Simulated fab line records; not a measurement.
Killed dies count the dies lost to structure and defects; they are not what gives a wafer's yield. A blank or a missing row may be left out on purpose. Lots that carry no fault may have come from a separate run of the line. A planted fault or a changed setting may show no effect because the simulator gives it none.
Chamber matching :: flow nand-harc :: 3 sister chambers for NHARC_A_STAIRCASE_DEP_325 on pecvd-03
The step deposits SiO2, target thk 3800 nm. 24 wafers are shown with their chamber, then 12 later ones without.

## WAFERS WITH THEIR CHAMBER
wafer: L074.3
chamber: 2
heater-power-w (W): 705

wafer: L074.4
chamber: 1
heater-power-w (W): 534

wafer: L074.6
chamber: 0
heater-power-w (W): 608

wafer: L081.1
chamber: 2
heater-power-w (W): 583

wafer: L081.2
chamber: 1
heater-power-w (W): 648

wafer: L081.5
chamber: 0
heater-power-w (W): 635

wafer: L082.1
chamber: 2
heater-power-w (W): 577

wafer: L082.2
chamber: 0
heater-power-w (W): 671

wafer: L082.4
chamber: 0
heater-power-w (W): 636

wafer: L080.2
chamber: 2
heater-power-w (W): 584

wafer: L080.3
chamber: 0
heater-power-w (W): 638

wafer: L080.5
chamber: 0
heater-power-w (W): 625

wafer: L086.1
chamber: 2
heater-power-w (W): 702

wafer: L086.2
chamber: 0
heater-power-w (W): 711

wafer: L086.4
chamber: 0
heater-power-w (W): 662

wafer: L085.1
chamber: 1
heater-power-w (W): 637

wafer: L085.2
chamber: 0
heater-power-w (W): 771

wafer: L085.5
chamber: 0
heater-power-w (W): 643

wafer: L091.2
chamber: 0
heater-power-w (W): 670

wafer: L091.3
chamber: 1
heater-power-w (W): 627

wafer: L091.6
chamber: 0
heater-power-w (W): 624

wafer: L090.1
chamber: 2
heater-power-w (W): 647

wafer: L090.2
chamber: 0
heater-power-w (W): 745

wafer: L090.6
chamber: 2
heater-power-w (W): 568

SIGNATURES (averages over the wafers above)
reading: heater-power-w
chamber 0: 664.54
chamber 1: 611.50
chamber 2: 623.71
scatter within a chamber: 53.2
Rule: distance of a wafer from a chamber = root of the sum over the readings of ((wafer's reading minus chamber's mean) / reading's scatter) squared. If the next closest chamber is less than 2 further off than the closest, the wafer can't be placed; otherwise it belongs to the closest. The scatter is the square root of a quotient: the sum, over the shown wafers, of each reading's squared deviation from its chamber's mean, divided by wafers minus chambers.

## WAFERS WHOSE CHAMBER IS MISSING
wafer: L092.1
heater-power-w (W): 669

wafer: L092.4
heater-power-w (W): 579

wafer: L092.5
heater-power-w (W): 628

wafer: L092.2
heater-power-w (W): 641

wafer: L092.3
heater-power-w (W): 687

wafer: L092.6
heater-power-w (W): 545

wafer: L094.1
heater-power-w (W): 777

wafer: L094.2
heater-power-w (W): 673

wafer: L094.4
heater-power-w (W): 553

wafer: L097.4
heater-power-w (W): 629

wafer: L097.5
heater-power-w (W): 527

wafer: L097.6
heater-power-w (W): 586

## WHICH CHAMBER EACH WENT THROUGH
wafer: L092.1
from the rows above: can't be placed: 0 or 2 or 1
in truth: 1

wafer: L092.4
from the rows above: can't be placed: 1 or 2 or 0
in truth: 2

wafer: L092.5
from the rows above: can't be placed: 2 or 1 or 0
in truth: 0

wafer: L092.2
from the rows above: can't be placed: 2 or 0 or 1
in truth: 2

wafer: L092.3
from the rows above: can't be placed: 0 or 2 or 1
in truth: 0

wafer: L092.6
from the rows above: can't be placed: 1 or 2 or 0
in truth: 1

wafer: L094.1
from the rows above: can't be placed: 0 or 2 or 1
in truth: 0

wafer: L094.2
from the rows above: can't be placed: 0 or 2 or 1
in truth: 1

wafer: L094.4
from the rows above: can't be placed: 1 or 2 or 0
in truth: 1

wafer: L097.4
from the rows above: can't be placed: 2 or 1 or 0
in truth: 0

wafer: L097.5
from the rows above: can't be placed: 1 or 2 or 0
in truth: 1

wafer: L097.6
from the rows above: can't be placed: 1 or 2 or 0
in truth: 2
Correct placement for 0 of the 12. From these rows, 12 cannot be placed; in 12 the true chamber is one of the candidates. Number placed wrongly: 0.
